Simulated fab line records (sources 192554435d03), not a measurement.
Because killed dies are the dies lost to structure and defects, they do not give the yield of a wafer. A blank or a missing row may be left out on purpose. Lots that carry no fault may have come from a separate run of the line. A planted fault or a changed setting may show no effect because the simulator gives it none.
Matching of chambers + flow n5-finfet + N5_HKMG_FIN_ETCH_67 on rie-diel-01: 4 sister chambers
The step etches SOC in N2/H2, stops on TiN, target depth 388.9 nm. 14 wafers are shown with their chamber, then 7 later ones without.

EACH WAFER AND ITS CHAMBER
| wafer  | chamber | throttle-valve-pct (%) | bias-w (W) | oes-product-au (a.u.) |
|--------|---------|------------------------|------------|-----------------------|
| L075.3 | 0       | 17.86                  | 60.71      | 0.72                  |
| L075.4 | 3       | 17.78                  | 60.96      | 0.66                  |
| L075.5 | 0       | 17.87                  | 60.78      | 0.71                  |
| L076.2 | 2       | 17.64                  | 61.11      | 0.70                  |
| L076.3 | 0       | 17.86                  | 60.85      | 0.72                  |
| L076.4 | 1       | 17.82                  | 61.01      | 0.74                  |
| L082.1 | 1       | 17.85                  | 61.04      | 0.72                  |
| L082.4 | 1       | 17.84                  | 61.03      | 0.73                  |
| L082.5 | 0       | 17.89                  | 61.05      | 0.70                  |
| L086.1 | 2       | 17.24                  | 61.05      | 0.95                  |
| L086.2 | 1       | 17.87                  | 61.22      | 0.72                  |
| L086.6 | 1       | 17.87                  | 61.18      | 0.71                  |
| L090.1 | 0       | 17.92                  | 60.89      | 0.69                  |
| L090.4 | 1       | 17.88                  | 61.16      | 0.71                  |

SIGNATURES (means of the wafers above)
| reading            | chamber 0 | chamber 1 | chamber 2 | chamber 3 | scatter within a chamber |
|--------------------|-----------|-----------|-----------|-----------|--------------------------|
| throttle-valve-pct | 17.8800   | 17.8550   | 17.4400   | 17.7800   | 0.0923                   |
| bias-w             | 60.8560   | 61.1067   | 61.0800   | 60.9600   | 0.104                    |
| oes-product-au     | 0.7080    | 0.7217    | 0.8250    | 0.6600    | 0.0571                   |
Rule: for a wafer and a chamber, the distance is found by dividing, reading by reading, the gap between the wafer's reading and the chamber's mean by the reading's scatter, squaring, summing and taking the root. The wafer belongs to the nearest chamber; if the next one is less than 2 further off, it can't be placed. How the scatter is found: for the shown wafers, subtract from each reading the mean of its chamber, square and add these, divide the total by (wafers less chambers), then take the root.

WAFERS WITH NO CHAMBER GIVEN
| wafer  | throttle-valve-pct (%) | bias-w (W) | oes-product-au (a.u.) |
|--------|------------------------|------------|-----------------------|
| L090.5 | 17.94                  | 60.98      | 0.69                  |
| L092.1 | 17.34                  | 60.71      | 0.89                  |
| L092.4 | 17.93                  | 61.04      | 0.68                  |
| L092.6 | 17.34                  | 61.07      | 0.88                  |
| L094.3 | 17.28                  | 61.16      | 0.91                  |
| L094.4 | 17.35                  | 61.04      | 0.89                  |
| L094.6 | 17.93                  | 60.88      | 0.68                  |

WHICH CHAMBER EACH ONE RAN IN
| wafer  | from the rows above          | in truth                   |
|--------|------------------------------|----------------------------|
| L090.5 | can't be placed: 0 or 1 or 3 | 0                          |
| L092.1 | 2                            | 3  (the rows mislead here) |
| L092.4 | can't be placed: 1 or 3 or 0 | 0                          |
| L092.6 | 2                            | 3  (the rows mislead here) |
| L094.3 | 2                            | 2                          |
| L094.4 | 2                            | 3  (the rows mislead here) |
| L094.6 | can't be placed: 0 or 3 or 1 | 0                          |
1 of 7 placed correctly. Unplaceable from these rows: 3, with the true chamber sitting among the candidates in 3. 3 placed wrongly.
